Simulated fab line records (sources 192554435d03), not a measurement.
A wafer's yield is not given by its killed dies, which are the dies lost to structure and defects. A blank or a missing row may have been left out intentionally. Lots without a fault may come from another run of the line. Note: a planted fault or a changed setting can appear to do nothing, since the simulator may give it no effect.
What tool caused it? :: flow n5 finfet :: Sampling: 10 lots, 30 wafers, 4 of 1938 route steps

WHAT EACH GAUGE READ, for each wafer
N5_MIM_TOP_LITHO_CD_MEAS_08: the cd target is 2000 nm.
lot: L741
measured: day 12 20:18
on: cd sem-03
cd nm (nm): 1998.5 2000.3 1998.2

lot: L743
measured: day 13 06:31
on: cd sem-02
cd nm (nm): 1999.1 2000.4 1998.5

lot: L746
measured: day 13 20:26
on: cd sem-01
cd nm (nm): 1999.1 1997.0 1998.5

lot: L747
measured: day 14 03:50
on: cd sem-02
cd nm (nm): 1999.9 1999.1 1999.8

lot: L749
measured: day 14 19:28
on: cd sem-01
cd nm (nm): 1998.1 2000.9 2000.0

lot: L757
measured: day 16 14:49
on: cd sem-01
cd nm (nm): 2000.0 2001.5 2000.2

lot: L756
measured: day 16 15:04
on: cd sem-02
cd nm (nm): 1999.1 2000.6 2002.0

lot: L759
measured: day 17 05:36
on: cd sem-02
cd nm (nm): 1999.8 2001.3 1997.8

lot: L761
measured: day 17 20:26
on: cd sem-03
cd nm (nm): 2000.9 2000.4 2002.6

lot: L760
measured: day 17 22:22
on: cd sem-01
cd nm (nm): 1997.4 2000.3 1998.2

N5_PASSIVATION_CD_MEAS_30: the cd target is 4000 nm.
lot: L741
measured: day 13 01:13
on: cd sem-01
cd nm (nm): 4000.7 3999.5 4003.1

lot: L743
measured: day 13 12:01
on: cd sem-01
cd nm (nm): 3999.7 3997.4 4000.1

lot: L746
measured: day 14 00:48
on: cd sem-03
cd nm (nm): 3997.5 3999.1 3996.9

lot: L747
measured: day 14 08:28
on: cd sem-02
cd nm (nm): 4002.6 4000.2 4001.5

lot: L749
measured: day 15 02:04
on: cd sem-03
cd nm (nm): 3998.8 3998.5 4000.3

lot: L757
measured: day 16 20:16
on: cd sem-03
cd nm (nm): 4006.0 4005.8 4006.5

lot: L756
measured: day 16 19:58
on: cd sem-02
cd nm (nm): 4007.4 4008.2 4007.8

lot: L759
measured: day 17 10:15
on: cd sem-03
cd nm (nm): 3999.4 4000.7 4001.6

lot: L761
measured: day 18 02:46
on: cd sem-03
cd nm (nm): 4002.2 4002.5 4002.5

lot: L760
measured: day 18 03:29
on: cd sem-02
cd nm (nm): 3998.3 3999.4 3997.2

WHICH TOOL RAN EACH LOT (tool, then ch and the chambers of the sampled wafers, then the start)
lot: L741
N5_MIM_TOP_LITHO_DESCUM_10: rie diel-06 ch 0,1,2, day 12 20:23
N5_PASSIVATION_EXPOSE_27: krf scanner-01 ch 0, day 13 01:02

lot: L743
N5_MIM_TOP_LITHO_DESCUM_10: rie diel-02 ch 1,2,3, day 13 06:36
N5_PASSIVATION_EXPOSE_27: krf scanner-02 ch 0, day 13 11:50

lot: L746
N5_MIM_TOP_LITHO_DESCUM_10: rie diel-05 ch 1,3, day 13 20:32
N5_PASSIVATION_EXPOSE_27: krf scanner-02 ch 0, day 14 00:37

lot: L747
N5_MIM_TOP_LITHO_DESCUM_10: rie diel-02 ch 1,2,3, day 14 03:55
N5_PASSIVATION_EXPOSE_27: krf scanner-01 ch 0, day 14 08:17

lot: L749
N5_MIM_TOP_LITHO_DESCUM_10: rie diel-06 ch 1,2, day 14 19:59
N5_PASSIVATION_EXPOSE_27: krf scanner-02 ch 0, day 15 01:53

lot: L757
N5_MIM_TOP_LITHO_DESCUM_10: rie diel-02 ch 0,1,2, day 16 14:58
N5_PASSIVATION_EXPOSE_27: krf scanner-02 ch 0, day 16 20:06

lot: L756
N5_MIM_TOP_LITHO_DESCUM_10: rie diel-05 ch 2,3, day 16 15:09
N5_PASSIVATION_EXPOSE_27: krf scanner-02 ch 0, day 16 19:47

lot: L759
N5_MIM_TOP_LITHO_DESCUM_10: rie diel-06 ch 0,1,3, day 17 05:41
N5_PASSIVATION_EXPOSE_27: krf scanner-01 ch 0, day 17 10:04

lot: L761
N5_MIM_TOP_LITHO_DESCUM_10: rie diel-05 ch 1,2, day 17 20:32
N5_PASSIVATION_EXPOSE_27: krf scanner-01 ch 0, day 18 02:35

lot: L760
N5_MIM_TOP_LITHO_DESCUM_10: rie diel-06 ch 1,2,3, day 17 22:28
N5_PASSIVATION_EXPOSE_27: krf scanner-01 ch 0, day 18 03:19
- N5_MIM_TOP_LITHO_DESCUM_10: chemistry O2, time 7.9 s.
- N5_PASSIVATION_EXPOSE_27: exposes mask PAD, defocus 0 nm.

AS READ BY THE TOOLS THEMSELVES (means over the sampled wafers that have a number; for cases with no such wafer, the mark the record gives instead)
N5_MIM_TOP_LITHO_DESCUM_10.
lot: L741
tool: rie diel-06
drypump motor current A (A): 5.6
oes product au (a.u.): 0.84
rf vpp V (V): 242.6
showerhead plenum p Torr (Torr): 2.09
throttle valve pct (%): 20.69

lot: L743
tool: rie diel-02
drypump motor current A (A): 6.1
oes product au (a.u.): 0.79
rf vpp V (V): 243.3
showerhead plenum p Torr (Torr): 2.14
throttle valve pct (%): 20.28

lot: L746
tool: rie diel-05
drypump motor current A (A): 4.9
oes product au (a.u.): 0.69
rf vpp V (V): 243.5
showerhead plenum p Torr (Torr): 2.13
throttle valve pct (%): 20.56

lot: L747
tool: rie diel-02
drypump motor current A (A): 6.1
oes product au (a.u.): 0.78
rf vpp V (V): 243.8
showerhead plenum p Torr (Torr): 2.14
throttle valve pct (%): 20.29

lot: L749
tool: rie diel-06
drypump motor current A (A): 5.6
oes product au (a.u.): 0.80
rf vpp V (V): 243.4
showerhead plenum p Torr (Torr): 2.13
throttle valve pct (%): 20.73

lot: L757
tool: rie diel-02
drypump motor current A (A): 6.3
oes product au (a.u.): 0.81
rf vpp V (V): 243.8
showerhead plenum p Torr (Torr): 2.13
throttle valve pct (%): 20.25

lot: L756
tool: rie diel-05
drypump motor current A (A): 5.3
oes product au (a.u.): 0.85
rf vpp V (V): 244.5
showerhead plenum p Torr (Torr): 2.18
throttle valve pct (%): 20.31

lot: L759
tool: rie diel-06
drypump motor current A (A): 5.8
oes product au (a.u.): 0.83
rf vpp V (V): 244.0
showerhead plenum p Torr (Torr): 2.14
throttle valve pct (%): 20.53

lot: L761
tool: rie diel-05
drypump motor current A (A): 5.3
oes product au (a.u.): 0.76
rf vpp V (V): 243.4
showerhead plenum p Torr (Torr): 2.13
throttle valve pct (%): 20.69

lot: L760
tool: rie diel-06
drypump motor current A (A): 5.6
oes product au (a.u.): 0.86
rf vpp V (V): 245.1
showerhead plenum p Torr (Torr): 2.20
throttle valve pct (%): 20.53

N5_PASSIVATION_EXPOSE_27.
lot: L741
tool: krf scanner-01
exposure dose mJ cm2: 32.303
focus offset nm (nm): -0.4

lot: L743
tool: krf scanner-02
exposure dose mJ cm2: 32.307
focus offset nm (nm): -0.3

lot: L746
tool: krf scanner-02
exposure dose mJ cm2: 32.342
focus offset nm (nm): 0.5

lot: L747
tool: krf scanner-01
exposure dose mJ cm2: 32.294
focus offset nm (nm): 0.3

lot: L749
tool: krf scanner-02
exposure dose mJ cm2: 32.287
focus offset nm (nm): 0.0

lot: L757
tool: krf scanner-02
exposure dose mJ cm2: 33.514
focus offset nm (nm): 0.3

lot: L756
tool: krf scanner-02
exposure dose mJ cm2: 33.471
focus offset nm (nm): -0.4

lot: L759
tool: krf scanner-01
exposure dose mJ cm2: 32.296
focus offset nm (nm): -0.2

lot: L761
tool: krf scanner-01
exposure dose mJ cm2: 32.278
focus offset nm (nm): -0.5

lot: L760
tool: krf scanner-01
exposure dose mJ cm2: 32.316
focus offset nm (nm): -0.5

THE ANSWER, worked out from the rows above alone
Rule: the usual values come from the lots themselves. Put in order of their means at a reading, lots are off if they are a third of the lots or fewer, leave a main group of 4 or more, and stand apart from it by a gap of 3 or more times the standard deviation of the main group's means; of several such gaps the widest counts. If all means in a main group match to the digits the tables above print for the reading, that group is not used. A lot without any number at a reading at which 4 lots or more have one is off too. Any other lot the step has rows for is counted as sound. The gauges are gone through in route order, then the tools' own readings, and for those a lot's mean is taken as printed above. At the first step where some lot is off, the reading lying furthest off is the one used; lots without a number count as furthest.
Off, at N5_PASSIVATION_EXPOSE_27 on exposure dose mJ cm2: L757, L756. The main group has a mean of 32.303 with a standard deviation of 0.018.
A tool fits if, at that step or a process step before it, it ran every lot that is off, and no sound lot after the first of them. One candidate fits, namely krf scanner-02 at N5_PASSIVATION_EXPOSE_27. A fault onset in the window from L749 (day 15 01:53, its last sound lot) to L756 (day 16 19:47, its first lot off) fits.
The tool's own readings at N5_PASSIVATION_EXPOSE_27 bear it out: on the lots that are off they differ by more than 5 times the standard deviation of the sound lots' means. exposure dose mJ cm2 reads 33.492 there against 32.303 on the sound lots.

WHAT THE SIMULATOR HAD PUT IN
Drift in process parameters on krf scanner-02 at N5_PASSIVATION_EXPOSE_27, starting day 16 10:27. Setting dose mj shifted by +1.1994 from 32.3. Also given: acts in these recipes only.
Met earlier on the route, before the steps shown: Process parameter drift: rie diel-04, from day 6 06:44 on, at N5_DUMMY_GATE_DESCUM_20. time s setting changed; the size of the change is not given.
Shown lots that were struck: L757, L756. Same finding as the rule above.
